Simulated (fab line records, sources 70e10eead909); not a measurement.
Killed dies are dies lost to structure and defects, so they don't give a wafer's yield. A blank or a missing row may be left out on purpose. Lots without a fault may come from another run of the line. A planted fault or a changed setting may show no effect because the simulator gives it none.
A struck lot beside a sound one | flow nand_harc | 40 steps out of a route of 1302
Sound: wafers L672.1, L672.2, L672.3. Struck: wafers L664.3, L664.5, L664.6. The cause comes at the end.
At each step with rows: each side's tool, then ch and its chambers, then its first start. Under that, the readings that differ: sound wafers | struck wafers | difference of the means | sigmas: that difference in standard deviations of wafers without a fault.
alike: readings whose means differ by less than 2 such deviations, and words and numbers that are the same on both sides. not compared: withheld readings, readings that some wafer has no value for, bounds like >300 that may hide the same value, and numbers for which the record gives no deviation and whose values overlap.
The two part at a step that has a row with sigmas, a row that says differs or no value, or rows on one side only. Numbers that don't overlap but have no deviation are shown without sigmas and don't part them. A reading that every wafer of one side lacks parts them only if that side has two wafers or more.

first, 11 steps without rows for these wafers: NHARC_P_GATE_EBR_07; NHARC_P_GATE_EXPOSE_08 (exposes mask P HV); NHARC_P_GATE_PEB_09 (peb time 85 s); NHARC_P_GATE_DEVELOP_10 (time 70 s); NHARC_P_GATE_HARDBAKE_12 (time 80 s); NHARC_P_GATE_DESCUM_13 (chemistry O2, time 3 s); NHARC_P_GATE_ETCH_14 (etches SiO2 in dHF, target depth 48.8 nm); NHARC_P_GATE_STRIP_15 (strips in SPM, time 780 s); NHARC_P_GATE_PRECLEAN_71 (cleans in SC1); NHARC_P_GATE_SRD_72; NHARC_P_GATE_OXIDE_16 (material SiO2, target thk 3 nm, ox time 392 s).
NHARC_P_GATE_CVD_17: deposits poly-Si, target thk 150 nm, time 900 s.
  sound on lpcvd_poly-01 ch 0, day 14 08:06; struck on lpcvd_poly-01 ch 0, day 10 23:12
  alike: tube_center_temp_C, zone_power_top_pct
then, 10 steps without rows for these wafers: NHARC_P_GATE_HM_DEP_102 (deposits aC, target thk 120 nm); NHARC_P_GATE_DEP_103 (deposits SiON, target thk 30 nm); NHARC_P_GATE_DEHYDRATE_18 (time 120 s); NHARC_P_GATE_HMDS_19 (time 30 s); NHARC_P_GATE_COAT_20 (resist thk 90 nm); NHARC_P_GATE_SOFTBAKE_21 (time 55 s); NHARC_P_GATE_EBR_22; NHARC_P_GATE_EXPOSE_23 (exposes mask P GATE, target cd 120 nm); NHARC_P_GATE_PEB_24 (peb time 65 s); NHARC_P_GATE_DEVELOP_25 (develop time 35 s).
NHARC_P_GATE_INSPECT_28:
  sound on defect_inspect-02, day 14 12:11; struck on defect_inspect-01, day 11 06:54
  reading          | sound | struck      | difference | sigmas
  raw_defect_count | 5 2 7 | 515 577 559 | +546       | +99 or more
then, 15 steps without rows for these wafers: NHARC_P_GATE_DESCUM_31 (chemistry O2, time 3 s); NHARC_P_GATE_ETCH_104 (etches the open film in CF4/CHF3, target depth 60 nm); NHARC_P_GATE_HM_OPEN_105 (chemistry O2/COS, target depth 360 nm); NHARC_P_GATE_STRIP_106 (strips in O2/COS); NHARC_P_GATE_ETCH_114 (etches the open film in CF4/O2, target depth 30 nm, overetch 3 nm, time 16.5 s); NHARC_P_GATE_ETCH_32 (etches the open film in HBr/Cl2, target depth 150 nm, time 100.1 s); NHARC_P_GATE_STRIP_108 (strips in O2); NHARC_P_GATE_STRIP_35 (strips in SPM, time 600 s); NHARC_P_GATE_PRECLEAN_73 (cleans in SC1); NHARC_P_GATE_SRD_74; NHARC_P_GATE_ALD_36 (deposits SiNx, target thk 20 nm, pulse time 60 s, ald cycles 223); NHARC_P_GATE_ETCHBACK_37 (etches the open film in CHF3/O2, target depth 34.5 nm, time 17.2 s); NHARC_P_GATE_STRIP_101 (strips in O2, time 20 s); NHARC_P_GATE_PRECLEAN_97 (cleans in SPM, time 600 s); NHARC_P_GATE_SRD_98.
NHARC_P_GATE_INSPECT_68:
  sound on defect_inspect-02, day 15 06:37; struck on defect_inspect-01, day 12 01:31
  reading          | sound       | struck      | difference | sigmas
  raw_defect_count | 136 176 222 | 857 761 848 | +644       | +10
-- the record jumps here: 19 days lie between the struck wafers' starts before and after (it left off in module P_GATE and takes up again in module END, whose first step shown is number 1302 of the route) --
NHARC_END_SORT_01:
  the record has rows for the struck wafers here (prober-02 ch 0, day 31 10:50) and none for the sound ones

WHERE THEY PART
First at NHARC_P_GATE_INSPECT_28; last, within this record, at NHARC_END_SORT_01.

WHY: what the simulator had put in
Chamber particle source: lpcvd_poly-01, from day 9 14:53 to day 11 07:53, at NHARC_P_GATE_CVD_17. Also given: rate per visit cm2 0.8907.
